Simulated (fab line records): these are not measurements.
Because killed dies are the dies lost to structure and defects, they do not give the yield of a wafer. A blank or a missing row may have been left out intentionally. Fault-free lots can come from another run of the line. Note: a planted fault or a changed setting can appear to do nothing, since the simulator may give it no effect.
8D (eight disciplines) problem report, filled in by code :: flow n5 finfet :: the parts of the form that need people (team, actions taken, sign-off) are left out

1. THE PROBLEM
Mean of raw defect count at N5_BEOL_M9_INSPECT_58: 1234 across 3 wafers in 2 lots; on wafers with no fault it is 62 (standard deviation 19). Relative to the usual mean, that is a shift of +62 standard deviations.
The step: inspects for defects (darkfield).
First seen on wafer L345.2, day 17 00:40, on defect inspect-01. Wafers with a number at this step in the record: 27, from 9 lots. The rule behind "out" and "out of limits": a value lying over 4 standard deviations away from the usual mean. The other wafers with a number count as sound.

2. WHAT THIS IS AND IS NOT
question: which readings at this step
is: raw defect count
is not: -

question: which lots
is: L344, L345
is not: L326, L327, L330, L332, L334, L337, L339

question: which wafers of those lots
is: L344.2, L344.5, L345.2
is not: L344.1, L345.3, L345.5

question: read on which gauges
is: defect inspect-01
is not: defect inspect-02

question: when
is: from day 17 00:40
is not: up to then (23 sound wafers); but 1 sound wafer of L344 came after

3. THE SUSPECTS, EACH WITH WHAT RULES IT OUT
Counting: any tool at a process step up to the reading remains a suspect provided it ran every lot that is out. Sound lots after the first of them don't rule it out here, since some wafers of a struck lot are sound.
- ruled out: the gauge at N5_BEOL_M9_INSPECT_58. All the wafers that are out were read on defect inspect-01, but those of them that N5_PASSIVATION_PROBE_49 has rows for are out there too, on other tools.
- pecvd-01 at N5_BEOL_M9_PRE_CLEAN_55 (time 15 s): kept. Every lot that is out went through it, the first being L345 (day 17 00:32); the last sound lot it ran before that was L332 (day 12 15:39).
Left after counting: pecvd-01 at N5_BEOL_M9_PRE_CLEAN_55.

4. THE CAUSE (what the simulator had put in)
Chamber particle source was pecvd-01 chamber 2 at N5_BEOL_M9_PRE_CLEAN_55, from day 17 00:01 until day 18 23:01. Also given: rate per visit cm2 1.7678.
The count eliminated every tool but this one.

5. SEQUENCE OF EFFECTS, ordered by route
Each row: a reading whose mean over the struck wafers that have a number lies more than 3 standard deviations from the usual. Readings are gone through only where the record gives a usual standard deviation; hours: the median, over the lots, of the time from a lot's start at the first step in this table giving one to that lot's start at this step; sigmas: the change measured in usual standard deviations.
hours: 0
step: N5_BEOL_M9_INSPECT_58
reading: raw defect count
usual: 62
on struck wafers: 1234
change: +1172
sigmas: +62

hours: 3
step: N5_BEOL_M10_INSPECT_13
reading: raw defect count
usual: 371
on struck wafers: 1588
change: +1217
sigmas: +16

hours: 60
step: N5_PASSIVATION_PROBE_49
reading: defect limited yield
usual: 90.9 %
on struck wafers: 84.2
change: -6.7
sigmas: -5.2

hours: 60
step: N5_PASSIVATION_PROBE_49
reading: killed_at_M4_up
usual: 13
on struck wafers: 97
change: +84
sigmas: +17

hours: 60
step: N5_PASSIVATION_PROBE_49
reading: killed dies
usual: 107
on struck wafers: 186
change: +79
sigmas: +5.0

hours: 60
step: N5_PASSIVATION_PROBE_49
reading: killed on rim
usual: 14
on struck wafers: 32
change: +18
sigmas: +4.5

hours: 60
step: N5_PASSIVATION_PROBE_49
reading: sort_bin_5_function
usual: 5.4 %
on struck wafers: 8.3
change: +2.9
sigmas: +3.4

hours: 60
step: N5_PASSIVATION_PROBE_49
reading: sort n pass
usual: 1073
on struck wafers: 994
change: -79
sigmas: -5.0

hours: 60
step: N5_PASSIVATION_PROBE_49
reading: sort yield pct
usual: 90.9 %
on struck wafers: 84.2
change: -6.7
sigmas: -5.2
It contains these process steps:
- N5_PASSIVATION_PROBE_49

6. WHAT WOULD HAVE CAUGHT IT SOONER
In this record the first reading out of limits at a measuring or inspecting step was taken at day 17 00:40, 1 hour after the fault began at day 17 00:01.
Among the 2 lots that are out, L344 began N5_BEOL_M9_PRE_CLEAN_55 on pecvd-01 after day 17 00:40. A tool hold placed at that time would have kept it from harm.
